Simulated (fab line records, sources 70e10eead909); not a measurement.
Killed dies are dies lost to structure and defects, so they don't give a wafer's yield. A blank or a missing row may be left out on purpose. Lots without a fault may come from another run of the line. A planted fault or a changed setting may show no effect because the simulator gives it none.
A sampling plan put to the test | flow nand_harc | one fab line, 20 faults that these records tell of, each judged on the records of the lots that it struck
The plan is the line's own looks: the steps of the route at which a gauge or an inspection reads the wafer and doesn't change it. A look can be judged if struck wafers have a number there and the file gives its usual mean and standard deviation on fault-free wafers. Caught: at a look after the fault's first step, the mean of the struck wafers lies 4 or more of those standard deviations (sigma) from the usual mean. On the tool: the same test on the tool's own readings at the fault's steps. Another recipe on the struck wafers, or a record that is blank for them alone, also counts as caught.

THE FAULTS, as the simulator had put them in
1. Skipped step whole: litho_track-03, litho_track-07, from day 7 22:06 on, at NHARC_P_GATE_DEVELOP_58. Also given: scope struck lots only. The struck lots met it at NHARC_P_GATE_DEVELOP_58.
2. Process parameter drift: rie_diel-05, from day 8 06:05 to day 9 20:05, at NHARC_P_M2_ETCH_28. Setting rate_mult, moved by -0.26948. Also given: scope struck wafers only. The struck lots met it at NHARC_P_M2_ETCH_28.
3. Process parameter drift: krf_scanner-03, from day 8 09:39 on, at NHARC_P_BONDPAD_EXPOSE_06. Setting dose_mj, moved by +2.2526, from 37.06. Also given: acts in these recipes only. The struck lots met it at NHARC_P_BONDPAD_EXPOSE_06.
4. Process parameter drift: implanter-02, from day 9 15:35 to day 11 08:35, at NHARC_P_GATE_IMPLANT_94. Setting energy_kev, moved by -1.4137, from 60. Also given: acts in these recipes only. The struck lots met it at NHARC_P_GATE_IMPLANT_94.
5. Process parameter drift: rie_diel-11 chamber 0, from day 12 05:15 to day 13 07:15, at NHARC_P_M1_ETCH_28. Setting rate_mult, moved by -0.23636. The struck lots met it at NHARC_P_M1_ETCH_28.
6. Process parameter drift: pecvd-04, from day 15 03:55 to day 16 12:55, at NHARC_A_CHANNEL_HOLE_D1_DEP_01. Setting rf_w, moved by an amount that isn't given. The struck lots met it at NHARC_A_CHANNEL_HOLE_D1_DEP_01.
7. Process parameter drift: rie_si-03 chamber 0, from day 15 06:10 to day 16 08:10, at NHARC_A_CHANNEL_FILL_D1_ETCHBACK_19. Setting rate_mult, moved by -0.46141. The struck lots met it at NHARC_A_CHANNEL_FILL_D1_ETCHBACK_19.
8. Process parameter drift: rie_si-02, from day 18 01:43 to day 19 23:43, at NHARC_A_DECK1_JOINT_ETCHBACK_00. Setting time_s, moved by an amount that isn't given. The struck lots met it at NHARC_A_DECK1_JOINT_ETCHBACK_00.
9. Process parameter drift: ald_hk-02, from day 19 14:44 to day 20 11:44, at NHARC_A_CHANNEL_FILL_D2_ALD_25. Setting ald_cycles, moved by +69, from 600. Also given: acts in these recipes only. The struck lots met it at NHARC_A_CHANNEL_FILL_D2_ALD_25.
10. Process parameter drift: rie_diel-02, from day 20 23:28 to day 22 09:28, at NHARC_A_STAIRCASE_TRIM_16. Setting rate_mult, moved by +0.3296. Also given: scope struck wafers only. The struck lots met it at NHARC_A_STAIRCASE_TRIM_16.
11. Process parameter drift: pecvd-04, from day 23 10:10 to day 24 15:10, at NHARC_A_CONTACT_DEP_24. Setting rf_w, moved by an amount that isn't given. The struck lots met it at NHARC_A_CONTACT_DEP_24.
12. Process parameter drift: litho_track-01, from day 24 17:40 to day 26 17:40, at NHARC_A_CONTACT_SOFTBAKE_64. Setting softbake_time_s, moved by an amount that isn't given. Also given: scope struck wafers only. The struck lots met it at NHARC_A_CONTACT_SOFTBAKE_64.
13. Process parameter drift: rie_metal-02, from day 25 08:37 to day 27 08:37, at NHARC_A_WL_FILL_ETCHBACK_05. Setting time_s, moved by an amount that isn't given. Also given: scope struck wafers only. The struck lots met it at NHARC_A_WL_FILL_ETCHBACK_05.
14. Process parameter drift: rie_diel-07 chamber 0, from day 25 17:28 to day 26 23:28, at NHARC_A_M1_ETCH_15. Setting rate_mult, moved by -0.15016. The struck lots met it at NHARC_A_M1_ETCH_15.
15. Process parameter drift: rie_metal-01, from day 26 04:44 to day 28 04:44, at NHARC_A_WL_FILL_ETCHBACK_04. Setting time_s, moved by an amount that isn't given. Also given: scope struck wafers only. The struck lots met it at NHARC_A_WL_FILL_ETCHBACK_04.
16. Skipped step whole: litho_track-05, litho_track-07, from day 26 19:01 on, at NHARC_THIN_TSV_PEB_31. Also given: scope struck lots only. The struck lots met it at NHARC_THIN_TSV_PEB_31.
17. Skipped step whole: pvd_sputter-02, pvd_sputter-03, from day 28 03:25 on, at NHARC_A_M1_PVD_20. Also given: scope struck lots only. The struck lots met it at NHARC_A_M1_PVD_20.
18. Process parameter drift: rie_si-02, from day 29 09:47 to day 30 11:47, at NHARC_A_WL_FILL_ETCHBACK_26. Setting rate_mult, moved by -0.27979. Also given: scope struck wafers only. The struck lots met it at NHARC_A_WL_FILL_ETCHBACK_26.
19. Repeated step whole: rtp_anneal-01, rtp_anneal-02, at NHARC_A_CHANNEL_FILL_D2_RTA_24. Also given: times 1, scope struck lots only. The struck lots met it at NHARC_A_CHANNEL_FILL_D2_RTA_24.
20. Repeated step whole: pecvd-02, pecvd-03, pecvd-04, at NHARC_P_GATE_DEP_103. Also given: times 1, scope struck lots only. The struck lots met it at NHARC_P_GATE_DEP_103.

WHAT THE PLAN SAW
fault | on the tool itself                               | first look that catches it                      | reading, sigma                                            | median hours from its first step to that look | hours from the fault's start to the first struck lot there | judged looks passed uncaught
1     | the tool's record is blank for the struck wafers | no look after it can be judged                  | -                                                         | -                                             | -                                                          | 0
2     | oes_product_au -22 sigma                         | not the one look that can be judged after it    | strongest: killed_at_periphery at NHARC_END_SORT_01, +3.5 | -                                             | -                                                          | 1
3     | exposure_dose_mJ_cm2 +40 sigma                   | not the one look that can be judged after it    | -                                                         | -                                             | -                                                          | 1
4     | beam_energy_keV -83 sigma                        | no look after it can be judged                  | -                                                         | -                                             | -                                                          | 0
5     | oes_product_au -21 sigma                         | not the one look that can be judged after it    | -                                                         | -                                             | -                                                          | 1
6     | rf_fwd_power_W -46 sigma                         | no look after it can be judged                  | -                                                         | -                                             | -                                                          | 0
7     | oes_product_au -36 sigma                         | no look after it can be judged                  | -                                                         | -                                             | -                                                          | 0
8     | run_length_s -10 sigma                           | none of the 2 looks that can be judged after it | -                                                         | -                                             | -                                                          | 2
9     | under 2 sigma                                    | no look after it can be judged                  | -                                                         | -                                             | -                                                          | 0
10    | oes_product_au +28 sigma                         | NHARC_END_SORT_01                               | killed_dies +38                                           | 206.4                                         | 221                                                        | 0
11    | rf_fwd_power_W +41 sigma                         | no look after it can be judged                  | -                                                         | -                                             | -                                                          | 0
12    | heater_power_total_W +99 or beyond sigma         | none of the 3 looks that can be judged after it | -                                                         | -                                             | -                                                          | 3
13    | run_length_s +4.8 sigma                          | not the one look that can be judged after it    | -                                                         | -                                             | -                                                          | 1
14    | oes_product_au -5.9 sigma                        | not the one look that can be judged after it    | -                                                         | -                                             | -                                                          | 1
15    | run_length_s -41 sigma                           | no look after it can be judged                  | -                                                         | -                                             | -                                                          | 0
16    | the tool's record is blank for the struck wafers | no look after it can be judged                  | -                                                         | -                                             | -                                                          | 0
17    | the tool's record is blank for the struck wafers | no look after it can be judged                  | -                                                         | -                                             | -                                                          | 0
18    | oes_product_au -23 sigma                         | no look after it can be judged                  | -                                                         | -                                             | -                                                          | 0
19    | under 2 sigma                                    | not the one look that can be judged after it    | -                                                         | -                                             | -                                                          | 1
20    | under 2 sigma                                    | no look after it can be judged                  | -                                                         | -                                             | -                                                          | 0
A dash: the fault isn't caught, or these records don't give the number.

Caught at a look: 1 of 20. Caught on the tool: 17 of 20. By one or the other: 17 of 20.
Caught on the tool alone: faults 1, 2, 3, 4, 5, 6, 7, 8, 11, 12, 13, 14, 15, 16, 17, 18.
Caught by neither: faults 9, 19, 20.

THINNER SAMPLING
If the look that catches a fault measured only every second or every third lot, by lot number, the first struck lot would be measured this late in the worst case:
fault | struck lots at that look, in order of time | every lot | every second lot | every third lot
10    | L937, L938                                 | 221 h     | 225 h            | may miss all 2
Hours are from the fault's start to the first struck lot that is measured. The limit of 4 sigma was tested on all struck wafers together, so one lot alone may lie under it. Other struck lots may not be in these records.

THE LONGEST TIMED WAY FROM STEP TO LOOK
Fault 10: a median of 206.4 hours passes between NHARC_A_STAIRCASE_TRIM_16 and NHARC_END_SORT_01. No look between them can be judged.
